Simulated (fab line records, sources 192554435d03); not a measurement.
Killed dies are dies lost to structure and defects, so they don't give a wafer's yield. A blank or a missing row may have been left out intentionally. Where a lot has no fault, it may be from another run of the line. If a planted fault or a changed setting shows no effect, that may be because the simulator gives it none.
Matching of chambers / flow n5-finfet / rie-diel-02 running N5_HKMG_FIN_STRIP_92: 4 sister chambers
The step strips SOC in N2/H2, time 20 s. 20 wafers are shown with their chamber, then 10 later ones without.

EACH WAFER AND ITS CHAMBER
wafer=L075.3; chamber=2; drypump-motor-current-A (A)=6.5; showerhead-plenum-p-Torr (Torr)=3.25; throttle-valve-pct (%)=18.9
wafer=L075.4; chamber=3; drypump-motor-current-A (A)=6.8; showerhead-plenum-p-Torr (Torr)=3.57; throttle-valve-pct (%)=19.3
wafer=L075.6; chamber=2; drypump-motor-current-A (A)=6.5; showerhead-plenum-p-Torr (Torr)=3.25; throttle-valve-pct (%)=19.0
wafer=L077.2; chamber=2; drypump-motor-current-A (A)=6.5; showerhead-plenum-p-Torr (Torr)=3.25; throttle-valve-pct (%)=19.0
wafer=L077.3; chamber=0; drypump-motor-current-A (A)=5.3; showerhead-plenum-p-Torr (Torr)=3.58; throttle-valve-pct (%)=18.8
wafer=L077.6; chamber=3; drypump-motor-current-A (A)=6.8; showerhead-plenum-p-Torr (Torr)=3.57; throttle-valve-pct (%)=19.3
wafer=L080.1; chamber=0; drypump-motor-current-A (A)=5.3; showerhead-plenum-p-Torr (Torr)=3.57; throttle-valve-pct (%)=18.8
wafer=L080.5; chamber=2; drypump-motor-current-A (A)=6.5; showerhead-plenum-p-Torr (Torr)=3.25; throttle-valve-pct (%)=19.0
wafer=L080.6; chamber=3; drypump-motor-current-A (A)=6.8; showerhead-plenum-p-Torr (Torr)=3.57; throttle-valve-pct (%)=19.4
wafer=L081.2; chamber=1; drypump-motor-current-A (A)=5.6; showerhead-plenum-p-Torr (Torr)=3.32; throttle-valve-pct (%)=18.9
wafer=L081.5; chamber=1; drypump-motor-current-A (A)=5.6; showerhead-plenum-p-Torr (Torr)=3.32; throttle-valve-pct (%)=18.9
wafer=L081.6; chamber=0; drypump-motor-current-A (A)=5.3; showerhead-plenum-p-Torr (Torr)=3.57; throttle-valve-pct (%)=18.8
wafer=L083.1; chamber=3; drypump-motor-current-A (A)=6.8; showerhead-plenum-p-Torr (Torr)=3.56; throttle-valve-pct (%)=19.4
wafer=L083.4; chamber=0; drypump-motor-current-A (A)=5.3; showerhead-plenum-p-Torr (Torr)=3.57; throttle-valve-pct (%)=18.8
wafer=L083.5; chamber=2; drypump-motor-current-A (A)=6.5; showerhead-plenum-p-Torr (Torr)=3.24; throttle-valve-pct (%)=19.0
wafer=L085.1; chamber=1; drypump-motor-current-A (A)=5.6; showerhead-plenum-p-Torr (Torr)=3.31; throttle-valve-pct (%)=18.9
wafer=L085.4; chamber=0; drypump-motor-current-A (A)=5.3; showerhead-plenum-p-Torr (Torr)=3.56; throttle-valve-pct (%)=18.8
wafer=L085.5; chamber=0; drypump-motor-current-A (A)=5.3; showerhead-plenum-p-Torr (Torr)=3.56; throttle-valve-pct (%)=18.9
wafer=L087.1; chamber=0; drypump-motor-current-A (A)=5.3; showerhead-plenum-p-Torr (Torr)=3.56; throttle-valve-pct (%)=18.9
wafer=L087.2; chamber=2; drypump-motor-current-A (A)=6.4; showerhead-plenum-p-Torr (Torr)=3.24; throttle-valve-pct (%)=19.0

SIGNATURES, as means of the wafers listed above
reading=drypump-motor-current-A; chamber 0=5.300; chamber 1=5.600; chamber 2=6.483; chamber 3=6.800; scatter within a chamber=0.0228
reading=showerhead-plenum-p-Torr; chamber 0=3.5671; chamber 1=3.3167; chamber 2=3.2467; chamber 3=3.5675; scatter within a chamber=0.00621
reading=throttle-valve-pct; chamber 0=18.829; chamber 1=18.900; chamber 2=18.983; chamber 3=19.350; scatter within a chamber=0.0452
Rule: for each reading, subtract the chamber's mean from the wafer's reading, divide by that reading's scatter and square the result; add these up over the readings and take the root, which gives the wafer's distance from the chamber. The wafer belongs to the nearest chamber; if the next one is less than 2 further off, it can't be placed. How the scatter is found: for the shown wafers, subtract from each reading the mean of its chamber, square and add these, divide the total by (wafers less chambers), then take the root.

WAFERS WITHOUT THEIR CHAMBER
wafer=L087.3; drypump-motor-current-A (A)=6.8; showerhead-plenum-p-Torr (Torr)=3.56; throttle-valve-pct (%)=19.4
wafer=L086.3; drypump-motor-current-A (A)=5.3; showerhead-plenum-p-Torr (Torr)=3.56; throttle-valve-pct (%)=18.9
wafer=L086.4; drypump-motor-current-A (A)=6.8; showerhead-plenum-p-Torr (Torr)=3.56; throttle-valve-pct (%)=19.4
wafer=L086.5; drypump-motor-current-A (A)=5.7; showerhead-plenum-p-Torr (Torr)=3.31; throttle-valve-pct (%)=18.9
wafer=L091.2; drypump-motor-current-A (A)=6.5; showerhead-plenum-p-Torr (Torr)=3.23; throttle-valve-pct (%)=19.0
wafer=L091.3; drypump-motor-current-A (A)=5.3; showerhead-plenum-p-Torr (Torr)=3.56; throttle-valve-pct (%)=18.8
wafer=L091.4; drypump-motor-current-A (A)=6.9; showerhead-plenum-p-Torr (Torr)=3.55; throttle-valve-pct (%)=19.4
wafer=L092.2; drypump-motor-current-A (A)=6.5; showerhead-plenum-p-Torr (Torr)=3.23; throttle-valve-pct (%)=19.0
wafer=L092.5; drypump-motor-current-A (A)=6.8; showerhead-plenum-p-Torr (Torr)=3.55; throttle-valve-pct (%)=19.4
wafer=L092.6; drypump-motor-current-A (A)=5.3; showerhead-plenum-p-Torr (Torr)=3.56; throttle-valve-pct (%)=18.9

EACH ONE'S CHAMBER
wafer=L087.3; from the rows above=3; in truth=3
wafer=L086.3; from the rows above=0; in truth=0
wafer=L086.4; from the rows above=3; in truth=3
wafer=L086.5; from the rows above=1; in truth=1
wafer=L091.2; from the rows above=2; in truth=2
wafer=L091.3; from the rows above=0; in truth=0
wafer=L091.4; from the rows above=3; in truth=3
wafer=L092.2; from the rows above=2; in truth=2
wafer=L092.5; from the rows above=3; in truth=3
wafer=L092.6; from the rows above=0; in truth=0
Placed correctly: 10 of 10. Left unplaced by these rows: 0. 0 placed wrongly.
